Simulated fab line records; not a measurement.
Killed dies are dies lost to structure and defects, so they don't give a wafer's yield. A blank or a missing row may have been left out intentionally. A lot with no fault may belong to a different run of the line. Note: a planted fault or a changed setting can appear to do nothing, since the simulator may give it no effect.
Chamber matching ; flow n5_finfet ; N5_BEOL_M6_STRIP_19 on rie_diel-04 has 4 sister chambers
The step strips in O2. 18 wafers are shown with their chamber, then 9 later ones without.

== WAFERS PAIRED WITH THEIR CHAMBERS ==
wafer;chamber;drypump_motor_current_A (A);showerhead_plenum_p_Torr (Torr);throttle_valve_pct (%)
L080.3;3;6.4;2.13;16.70
L080.4;2;5.6;1.97;16.87
L080.5;3;6.3;2.13;16.70
L077.3;3;6.4;2.13;16.70
L077.5;0;6.7;2.24;16.63
L077.6;3;6.4;2.13;16.70
L081.1;0;6.7;2.24;16.63
L081.5;3;6.4;2.13;16.70
L081.6;0;6.7;2.24;16.66
L085.1;1;6.3;2.06;16.35
L085.4;3;6.4;2.13;16.73
L085.6;0;6.7;2.23;16.69
L087.1;0;6.7;2.23;16.68
L087.4;3;6.4;2.13;16.74
L087.5;0;6.7;2.23;16.69
L089.1;2;5.6;2.22;16.41
L089.4;0;6.7;2.23;16.69
L089.5;1;6.3;2.06;16.41

SIGNATURES, as means of the wafers listed above
reading;chamber 0;chamber 1;chamber 2;chamber 3;scatter within a chamber
drypump_motor_current_A;6.700;6.300;5.600;6.386;0.0247
showerhead_plenum_p_Torr;2.2343;2.0600;2.0950;2.1300;0.0474
throttle_valve_pct;16.6671;16.3800;16.6400;16.7100;0.0902
Rule: for each reading, subtract the chamber's mean from the wafer's reading, divide by that reading's scatter and square the result; add these up over the readings and take the root, which gives the wafer's distance from the chamber. The wafer belongs to the nearest chamber; if the next one is less than 2 further off, it can't be placed. The scatter is the square root of a quotient: the sum, over the shown wafers, of each reading's squared deviation from its chamber's mean, divided by wafers minus chambers.

== WAFERS WITHOUT THEIR CHAMBER ==
wafer;drypump_motor_current_A (A);showerhead_plenum_p_Torr (Torr);throttle_valve_pct (%)
L090.1;6.5;2.12;16.76
L090.2;6.7;2.23;16.70
L090.5;6.7;2.23;16.69
L094.2;6.7;2.23;16.70
L094.3;6.4;2.12;16.76
L094.5;6.3;2.05;16.39
L095.1;6.3;2.05;16.39
L095.3;6.7;2.23;16.74
L095.4;6.5;2.12;16.77

== EACH ONE'S CHAMBER ==
wafer;from the rows above;in truth
L090.1;3;3
L090.2;0;0
L090.5;0;0
L094.2;0;0
L094.3;3;3
L094.5;1;1
L095.1;1;1
L095.3;0;0
L095.4;3;3
Correctly placed: 9 of 9. From these rows, 0 cannot be placed. Number placed wrongly: 0.
